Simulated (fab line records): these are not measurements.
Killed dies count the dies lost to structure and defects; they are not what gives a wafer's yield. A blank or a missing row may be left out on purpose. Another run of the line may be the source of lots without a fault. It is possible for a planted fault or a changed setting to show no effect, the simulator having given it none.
Matching of chambers || flow nand harc || NHARC_P_GATE_STRIP_101 on rie diel-06 has 4 sister chambers
The step strips in O2, time 20 s. 30 wafers are shown with their chamber, then 12 later ones without.

EACH WAFER AND ITS CHAMBER
{"wafer": "L074.2", "chamber": 1, "showerhead plenum p Torr (Torr)": 3.62, "drypump motor current A (A)": 6.0, "oes product au (a.u.)": 0.991}
{"wafer": "L074.5", "chamber": 0, "showerhead plenum p Torr (Torr)": 3.40, "drypump motor current A (A)": 4.9, "oes product au (a.u.)": 1.014}
{"wafer": "L074.6", "chamber": 3, "showerhead plenum p Torr (Torr)": 3.42, "drypump motor current A (A)": 6.3, "oes product au (a.u.)": 1.000}
{"wafer": "L077.1", "chamber": 3, "showerhead plenum p Torr (Torr)": 3.42, "drypump motor current A (A)": 6.3, "oes product au (a.u.)": 0.996}
{"wafer": "L077.2", "chamber": 2, "showerhead plenum p Torr (Torr)": 3.74, "drypump motor current A (A)": 5.8, "oes product au (a.u.)": 1.007}
{"wafer": "L077.3", "chamber": 1, "showerhead plenum p Torr (Torr)": 3.61, "drypump motor current A (A)": 6.0, "oes product au (a.u.)": 1.004}
{"wafer": "L076.1", "chamber": 2, "showerhead plenum p Torr (Torr)": 3.74, "drypump motor current A (A)": 5.7, "oes product au (a.u.)": 1.008}
{"wafer": "L076.2", "chamber": 0, "showerhead plenum p Torr (Torr)": 3.39, "drypump motor current A (A)": 4.9, "oes product au (a.u.)": 1.012}
{"wafer": "L076.4", "chamber": 1, "showerhead plenum p Torr (Torr)": 3.61, "drypump motor current A (A)": 6.0, "oes product au (a.u.)": 1.002}
{"wafer": "L079.1", "chamber": 1, "showerhead plenum p Torr (Torr)": 3.61, "drypump motor current A (A)": 6.0, "oes product au (a.u.)": 0.990}
{"wafer": "L079.2", "chamber": 0, "showerhead plenum p Torr (Torr)": 3.39, "drypump motor current A (A)": 5.0, "oes product au (a.u.)": 1.016}
{"wafer": "L079.4", "chamber": 2, "showerhead plenum p Torr (Torr)": 3.74, "drypump motor current A (A)": 5.8, "oes product au (a.u.)": 0.999}
{"wafer": "L081.3", "chamber": 1, "showerhead plenum p Torr (Torr)": 3.61, "drypump motor current A (A)": 6.1, "oes product au (a.u.)": 0.980}
{"wafer": "L081.4", "chamber": 0, "showerhead plenum p Torr (Torr)": 3.39, "drypump motor current A (A)": 5.0, "oes product au (a.u.)": 1.014}
{"wafer": "L081.6", "chamber": 2, "showerhead plenum p Torr (Torr)": 3.74, "drypump motor current A (A)": 5.7, "oes product au (a.u.)": 1.013}
{"wafer": "L083.4", "chamber": 2, "showerhead plenum p Torr (Torr)": 3.74, "drypump motor current A (A)": 5.8, "oes product au (a.u.)": 1.017}
{"wafer": "L083.5", "chamber": 3, "showerhead plenum p Torr (Torr)": 3.42, "drypump motor current A (A)": 6.3, "oes product au (a.u.)": 0.996}
{"wafer": "L083.6", "chamber": 0, "showerhead plenum p Torr (Torr)": 3.39, "drypump motor current A (A)": 5.0, "oes product au (a.u.)": 1.022}
{"wafer": "L084.2", "chamber": 0, "showerhead plenum p Torr (Torr)": 3.39, "drypump motor current A (A)": 4.9, "oes product au (a.u.)": 1.011}
{"wafer": "L084.3", "chamber": 3, "showerhead plenum p Torr (Torr)": 3.42, "drypump motor current A (A)": 6.3, "oes product au (a.u.)": 0.993}
{"wafer": "L084.5", "chamber": 3, "showerhead plenum p Torr (Torr)": 3.42, "drypump motor current A (A)": 6.4, "oes product au (a.u.)": 0.995}
{"wafer": "L086.2", "chamber": 3, "showerhead plenum p Torr (Torr)": 3.42, "drypump motor current A (A)": 6.4, "oes product au (a.u.)": 1.003}
{"wafer": "L086.3", "chamber": 1, "showerhead plenum p Torr (Torr)": 3.61, "drypump motor current A (A)": 6.0, "oes product au (a.u.)": 0.992}
{"wafer": "L086.5", "chamber": 2, "showerhead plenum p Torr (Torr)": 3.73, "drypump motor current A (A)": 5.8, "oes product au (a.u.)": 1.000}
{"wafer": "L089.2", "chamber": 1, "showerhead plenum p Torr (Torr)": 3.61, "drypump motor current A (A)": 6.1, "oes product au (a.u.)": 0.975}
{"wafer": "L089.3", "chamber": 2, "showerhead plenum p Torr (Torr)": 3.73, "drypump motor current A (A)": 5.8, "oes product au (a.u.)": 1.000}
{"wafer": "L089.5", "chamber": 2, "showerhead plenum p Torr (Torr)": 3.73, "drypump motor current A (A)": 5.8, "oes product au (a.u.)": 0.998}
{"wafer": "L090.3", "chamber": 3, "showerhead plenum p Torr (Torr)": 3.42, "drypump motor current A (A)": 6.3, "oes product au (a.u.)": 1.001}
{"wafer": "L090.4", "chamber": 1, "showerhead plenum p Torr (Torr)": 3.61, "drypump motor current A (A)": 6.1, "oes product au (a.u.)": 0.989}
{"wafer": "L090.5", "chamber": 2, "showerhead plenum p Torr (Torr)": 3.73, "drypump motor current A (A)": 5.7, "oes product au (a.u.)": 1.003}

SIGNATURES, as means of the wafers listed above
{"reading": "showerhead plenum p Torr", "chamber 0": 3.3917, "chamber 1": 3.6113, "chamber 2": 3.7356, "chamber 3": 3.4200, "scatter within a chamber": 0.00389}
{"reading": "drypump motor current A", "chamber 0": 4.950, "chamber 1": 6.037, "chamber 2": 5.767, "chamber 3": 6.329, "scatter within a chamber": 0.0512}
{"reading": "oes product au", "chamber 0": 1.01483, "chamber 1": 0.99038, "chamber 2": 1.00500, "chamber 3": 0.99771, "scatter within a chamber": 0.00675}
Rule: for each reading, subtract the chamber's mean from the wafer's reading, divide by that reading's scatter and square the result; add these up over the readings and take the root, which gives the wafer's distance from the chamber. The wafer belongs to the nearest chamber; if the next one is less than 2 further off, it can't be placed. How the scatter is found: for the shown wafers, subtract from each reading the mean of its chamber, square and add these, divide the total by (wafers less chambers), then take the root.

WAFERS WHOSE CHAMBER IS MISSING
{"wafer": "L091.1", "showerhead plenum p Torr (Torr)": 3.73, "drypump motor current A (A)": 5.8, "oes product au (a.u.)": 1.005}
{"wafer": "L091.2", "showerhead plenum p Torr (Torr)": 3.39, "drypump motor current A (A)": 4.9, "oes product au (a.u.)": 1.018}
{"wafer": "L091.5", "showerhead plenum p Torr (Torr)": 3.73, "drypump motor current A (A)": 5.8, "oes product au (a.u.)": 1.001}
{"wafer": "L093.1", "showerhead plenum p Torr (Torr)": 3.41, "drypump motor current A (A)": 6.4, "oes product au (a.u.)": 1.013}
{"wafer": "L093.3", "showerhead plenum p Torr (Torr)": 3.39, "drypump motor current A (A)": 4.9, "oes product au (a.u.)": 1.018}
{"wafer": "L093.5", "showerhead plenum p Torr (Torr)": 3.73, "drypump motor current A (A)": 5.8, "oes product au (a.u.)": 1.006}
{"wafer": "L094.3", "showerhead plenum p Torr (Torr)": 3.39, "drypump motor current A (A)": 4.9, "oes product au (a.u.)": 1.013}
{"wafer": "L094.4", "showerhead plenum p Torr (Torr)": 3.60, "drypump motor current A (A)": 6.0, "oes product au (a.u.)": 0.981}
{"wafer": "L094.5", "showerhead plenum p Torr (Torr)": 3.60, "drypump motor current A (A)": 6.0, "oes product au (a.u.)": 0.981}
{"wafer": "L095.1", "showerhead plenum p Torr (Torr)": 3.73, "drypump motor current A (A)": 5.8, "oes product au (a.u.)": 1.010}
{"wafer": "L095.2", "showerhead plenum p Torr (Torr)": 3.60, "drypump motor current A (A)": 6.0, "oes product au (a.u.)": 0.991}
{"wafer": "L095.5", "showerhead plenum p Torr (Torr)": 3.60, "drypump motor current A (A)": 6.0, "oes product au (a.u.)": 1.002}

WHICH CHAMBER EACH ONE RAN IN
{"wafer": "L091.1", "from the rows above": 2, "in truth": 2}
{"wafer": "L091.2", "from the rows above": 0, "in truth": 0}
{"wafer": "L091.5", "from the rows above": 2, "in truth": 2}
{"wafer": "L093.1", "from the rows above": 3, "in truth": 3}
{"wafer": "L093.3", "from the rows above": 0, "in truth": 0}
{"wafer": "L093.5", "from the rows above": 2, "in truth": 2}
{"wafer": "L094.3", "from the rows above": 0, "in truth": 0}
{"wafer": "L094.4", "from the rows above": 1, "in truth": 1}
{"wafer": "L094.5", "from the rows above": 1, "in truth": 1}
{"wafer": "L095.1", "from the rows above": 2, "in truth": 2}
{"wafer": "L095.2", "from the rows above": 1, "in truth": 1}
{"wafer": "L095.5", "from the rows above": 1, "in truth": 1}
Correct placement for 12 of the 12. Can't be placed from these rows: 0. 0 placed wrongly.
